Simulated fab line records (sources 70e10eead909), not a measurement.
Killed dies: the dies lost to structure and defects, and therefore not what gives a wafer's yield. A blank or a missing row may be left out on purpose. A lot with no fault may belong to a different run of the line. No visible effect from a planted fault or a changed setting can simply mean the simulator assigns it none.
Check of tool commonality ; flow nand-harc ; Lots sampled 3, wafers sampled 9

== WHY THIS WAS OPENED ==
At NHARC_END_SORT_01 the reading killed-at-array is flagged on 2 of 3 lots. Fault-free wafers read 26, with a standard deviation of 9.9.
Rule: a lot is flagged when every wafer of it that has a number lies more than 4 standard deviations from that mean, or none has a number. The other lots count as sound.

lot;measured;on;killed-at-array, wafer by wafer;flag
L983;day 21 11:05;prober-01;48 42 35;
L991;day 22 23:43;prober-01;124 110 125;FLAGGED
L993;day 23 12:40;prober-02;116 106 102;FLAGGED
The numbers of the flagged lots are 114 on average: +88 against the usual, or +9 standard deviations.

== LOT BY LOT: THE TOOL USED ==
4 process steps preceding the reading are held in the record, out of 1159 steps in the route. In each cell: the tool, then ch and the chambers that the sampled wafers went through, then the start.
lot;flag;NHARC_A_CONTACT_ETCH_114;NHARC_A_BONDPAD_PVD_17;NHARC_HYBRID_BOND_ACTIVATE_00;NHARC_THIN_TSV_CMP_01
L983;;har-cap-etch-01 ch 1, day 18 20:32;pvd-sputter-01, day 20 09:31 or earlier;rie-diel-13 ch 0,1,2, day 20 09:31;cmp-02 ch 0,1,3, day 20 18:08
L991;FLAGGED;har-cap-etch-03 ch 0,1, day 19 22:22;pvd-sputter-03, day 21 16:18 or earlier;rie-diel-13 ch 0,1, day 21 16:18;cmp-03 ch 1,2, day 22 03:27
L993;FLAGGED;har-cap-etch-03 ch 0,1, day 20 15:22;pvd-sputter-03, day 22 13:00 or earlier;rie-diel-13 ch 1,2, day 22 13:00;cmp-01 ch 0,1,3, day 22 21:43
What these steps do:
- NHARC_A_CONTACT_ETCH_114: etches the open film in C4F8/O2/Ar, time 94 s, target depth 922 nm.
- NHARC_A_BONDPAD_PVD_17: deposits TaN, target thk 5 nm, time 8.06 s.
- NHARC_HYBRID_BOND_ACTIVATE_00: chemistry N2, time 60 s.
- NHARC_THIN_TSV_CMP_01: polishes.
- NHARC_END_SORT_01

== FLAGGED AGAINST TOTAL, ONE TOOL AT A TIME (gauges that did the reading follow at the end) ==
step;tool;lots run;flagged;share of the flagged lots;sound lots run after its first flagged lot
NHARC_A_CONTACT_ETCH_114;har-cap-etch-01;1;0;none;-
NHARC_A_CONTACT_ETCH_114;har-cap-etch-03;2;2;all;0
NHARC_A_BONDPAD_PVD_17;pvd-sputter-01;1;0;none;-
NHARC_A_BONDPAD_PVD_17;pvd-sputter-03;2;2;all;0
NHARC_HYBRID_BOND_ACTIVATE_00;rie-diel-13;3;2;all;0
NHARC_THIN_TSV_CMP_01;cmp-01;1;1;some;0
NHARC_THIN_TSV_CMP_01;cmp-02;1;0;none;-
NHARC_THIN_TSV_CMP_01;cmp-03;1;1;some;0
NHARC_END_SORT_01;prober-01;2;1;some;0
NHARC_END_SORT_01;prober-02;1;1;some;0
NHARC_A_BONDPAD_PVD_17 gives no start for some lots, so the hours and the order of its lots are those of NHARC_HYBRID_BOND_ACTIVATE_00.

== THE TABLE: WHAT IT ALLOWS ==
har-cap-etch-03 at NHARC_A_CONTACT_ETCH_114, pvd-sputter-03 at NHARC_A_BONDPAD_PVD_17 and rie-diel-13 at NHARC_HYBRID_BOND_ACTIVATE_00: these 3 rows of the table ran every flagged lot.
- har-cap-etch-03 at NHARC_A_CONTACT_ETCH_114 ran 2 lots, 2 of them flagged. In this sample it ran no sound lot ahead of its first flagged lot, so there is no way to narrow down the start.
- pvd-sputter-03 at NHARC_A_BONDPAD_PVD_17 ran 2 lots, 2 of them flagged. In this sample it ran no sound lot ahead of its first flagged lot, so there is no way to narrow down the start.
- rie-diel-13 at NHARC_HYBRID_BOND_ACTIVATE_00 ran 3 lots, 2 of them flagged. A fault beginning between L983 (day 20 09:31), its last sound lot, and L991 (day 21 16:18), its first flagged one, fits the data.
Counting lots can't tell these 3 tools apart, because each fits a fault that began at some hour. More lots, or a look at what each step does to the wafer, might.

== WHAT THE SIMULATOR HAD PUT IN ==
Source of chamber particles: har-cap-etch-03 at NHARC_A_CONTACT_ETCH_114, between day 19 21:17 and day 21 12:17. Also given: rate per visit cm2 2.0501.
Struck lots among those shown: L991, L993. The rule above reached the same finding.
